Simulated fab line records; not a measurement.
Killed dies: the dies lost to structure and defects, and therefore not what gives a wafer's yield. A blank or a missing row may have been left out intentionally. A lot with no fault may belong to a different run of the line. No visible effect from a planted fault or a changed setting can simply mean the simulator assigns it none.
Matching of chambers || flow n5Finfet || 4 sister chambers for N5_DUMMY_GATE_STRIP_48 on rieDiel-06
The step strips in N2/H2, time 20 s. 4 wafers are shown with their chamber, then 9 later ones without.

EACH WAFER AND ITS CHAMBER
{"wafer": "L083.6", "chamber": 3, "showerheadPlenumPTorr (Torr)": 3.23}
{"wafer": "L088.1", "chamber": 1, "showerheadPlenumPTorr (Torr)": 3.15}
{"wafer": "L088.3", "chamber": 2, "showerheadPlenumPTorr (Torr)": 3.51}
{"wafer": "L088.4", "chamber": 0, "showerheadPlenumPTorr (Torr)": 3.33}

WAFERS MISSING THEIR CHAMBER
{"wafer": "L090.1", "showerheadPlenumPTorr (Torr)": 3.14}
{"wafer": "L090.2", "showerheadPlenumPTorr (Torr)": 3.32}
{"wafer": "L090.4", "showerheadPlenumPTorr (Torr)": 3.22}
{"wafer": "L093.1", "showerheadPlenumPTorr (Torr)": 3.14}
{"wafer": "L093.2", "showerheadPlenumPTorr (Torr)": 3.32}
{"wafer": "L093.6", "showerheadPlenumPTorr (Torr)": 3.14}
{"wafer": "L095.1", "showerheadPlenumPTorr (Torr)": 3.22}
{"wafer": "L095.2", "showerheadPlenumPTorr (Torr)": 3.32}
{"wafer": "L095.3", "showerheadPlenumPTorr (Torr)": 3.50}

EACH ONE'S CHAMBER
{"wafer": "L090.1", "from the rows above": 1, "in truth": 1}
{"wafer": "L090.2", "from the rows above": 0, "in truth": 0}
{"wafer": "L090.4", "from the rows above": 3, "in truth": 3}
{"wafer": "L093.1", "from the rows above": 1, "in truth": 1}
{"wafer": "L093.2", "from the rows above": 0, "in truth": 0}
{"wafer": "L093.6", "from the rows above": 1, "in truth": 1}
{"wafer": "L095.1", "from the rows above": 3, "in truth": 3}
{"wafer": "L095.2", "from the rows above": 0, "in truth": 0}
{"wafer": "L095.3", "from the rows above": 2, "in truth": 2}
Placed correctly: 9 of 9. Not placeable from these rows: 0. Number placed wrongly: 0.
How it was worked out, from the rows above alone: a wafer's distance from a chamber is the root of the sum, over the readings, of the square of ((its reading less the chamber's mean) divided by the reading's scatter). The wafer belongs to the nearest chamber; if the next one is less than 2 further off, it can't be placed. The mean given for a chamber averages the wafers shown for that chamber. The scatter: root of mean squared gap, hidden wafer to nearest shown wafer, with one shown wafer a chamber.
